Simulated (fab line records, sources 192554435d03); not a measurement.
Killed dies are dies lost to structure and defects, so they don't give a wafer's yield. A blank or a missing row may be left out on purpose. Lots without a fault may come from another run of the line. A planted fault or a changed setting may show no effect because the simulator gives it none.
A struck lot beside a sound one | flow n5_finfet | 13 steps out of a route of 1938
Sound: wafers L621.4, L621.5, L621.6. Struck: wafers L615.2, L615.3, L615.6. The cause comes at the end.
At each step with rows: each side's tool, then ch and its chambers, then its first start. Under that, the readings that differ: sound wafers | struck wafers | difference of the means | sigmas: that difference in standard deviations of wafers without a fault.
alike: readings whose means differ by less than 2 such deviations, and words and numbers that are the same on both sides. not compared: withheld readings, readings that some wafer has no value for, bounds like >300 that may hide the same value, and numbers for which the record gives no deviation and whose values overlap.
The two part at a step that has a row with sigmas, a row that says differs or no value, or rows on one side only. Numbers that don't overlap but have no deviation are shown without sigmas and don't part them. A reading that every wafer of one side lacks parts them only if that side has two wafers or more.

first, 9 steps without rows for these wafers: N5_BEOL_M0_SAQP_PEB_38 (peb time 60 s); N5_BEOL_M0_SAQP_DEVELOP_39 (develop time 30 s); N5_BEOL_M0_SAQP_DESCUM_45 (chemistry O2, time 7 s); N5_BEOL_M0_SAQP_ETCH_88 (etches underlayer in N2/H2, target depth 6.5 nm, time 5.2 s); N5_BEOL_M0_SAQP_ETCH_73 (etches SiARC in CF4, target depth 19.5 nm, time 32.5 s); N5_BEOL_M0_SAQP_CUT_ETCH_46 (etches SOC in N2/H2, target depth 135 nm, overetch 27 nm, time 202.5 s); N5_BEOL_M0_SAQP_STRIP_74 (strips in N2/H2); N5_BEOL_M0_SAQP_STRIP_89 (strips in N2/H2); N5_BEOL_M0_SAQP_ALD_48 (deposits SiO2, target thk 20 nm, pulse time 1 s, co reactant pulse time 1 s).
N5_BEOL_M0_SAQP_ETCH_49: etches SiO2 in CF4/O2, target depth 37 nm.
  sound on rie_diel-02 ch 1,2,3, day 10 04:43; struck on rie_diel-02 ch 0,1,2, day 8 16:51
  no value came back on the struck wafers for any of 7 readings (O2_flow_sccm (sccm), bias_w (W) and others); on the sound wafers O2_flow_sccm (sccm) reads 9.99 9.94 10.00
  reading                                       | sound          | struck         | difference | sigmas
  model.SOC_of_BEOL_M0_SAQP_COAT_69.thk_nm (nm) | 70.8 70.6 70.6 | 90.2 90.2 90   | +19.5      |
  model.BEOL_M0_SAQP.feature_depth_nm (nm)      | 37.2 37 36.8   | 30.6 29.8 30.4 | -6.7       |
  model.SiO2_of_BEOL_M0_SAQP_ALD_48.thk_nm (nm) | 14.4 14.6 14.6 | 20 20 20       | +5         |
  not compared: rf_hours_counter_h
N5_BEOL_M0_SAQP_STRIP_75: strips in CF4.
  sound on rie_diel-02 ch 1,2,3, day 10 04:46; struck on rie_diel-02 ch 0,1,2, day 8 16:57
  reading                                       | sound             | struck            | difference | sigmas
  oes_product_au (a.u.)                         | 0.181 0.176 0.177 | 0.768 0.693 0.774 | +0.567     | +33
  model.SiO2_of_BEOL_M0_SAQP_ALD_48.thk_nm (nm) | 14.2 14.4 14.4    | 19.6 19.6 19.6    | +5.3       |
  alike: drypump_motor_current_A, rf_vpp_V, showerhead_plenum_p_Torr, throttle_valve_pct
  not compared: rf_hours_counter_h
N5_BEOL_M4_RC_MEAS_101:
  the record has rows for the sound wafers here (prober-01 ch 0, day 12 19:05) and none for the struck ones
-- the record jumps here: 8 days lie between the struck wafers' starts before and after (it left off in module BEOL_M4 and takes up again in module PASSIVATION, whose first step shown is number 1936 of the route) --
N5_PASSIVATION_PROBE_49:
  sound on prober-02, day 18 06:52; struck on prober-02, day 16 11:13
  reading                  | sound     | struck         | difference | sigmas
  defect_limited_yield (%) | 91.1 89.5 | 0 0 0          | -90        | -60
  killed_at_M0_to_M3       | 32 41     | 1120 1109 1096 | +1072      | +99 or more
  killed_dies              | 105 124   | 1180 1180 1180 | +1066      | +63
  killed_on_rim            | 13 17     | 152 152 152    | +137       | +31
  sort_bin_5_function (%)  | 5.5 6.6   | 96.2 96.4 95.7 | +90.1      | +96
  sort_n_pass              | 1075 1056 | 0 0 0          | -1066      | -63
  sort_yield_pct (%)       | 91.1 89.5 | 0 0 0          | -90        | -60
  alike: killed_at_M4_up, killed_at_contacts, killed_at_front_end, killed_at_other, killed_open, killed_short, sort_bin_6_memory

WHERE THEY PART
First at N5_BEOL_M0_SAQP_ETCH_49; last, within this record, at N5_PASSIVATION_PROBE_49.

WHY: what the simulator had put in
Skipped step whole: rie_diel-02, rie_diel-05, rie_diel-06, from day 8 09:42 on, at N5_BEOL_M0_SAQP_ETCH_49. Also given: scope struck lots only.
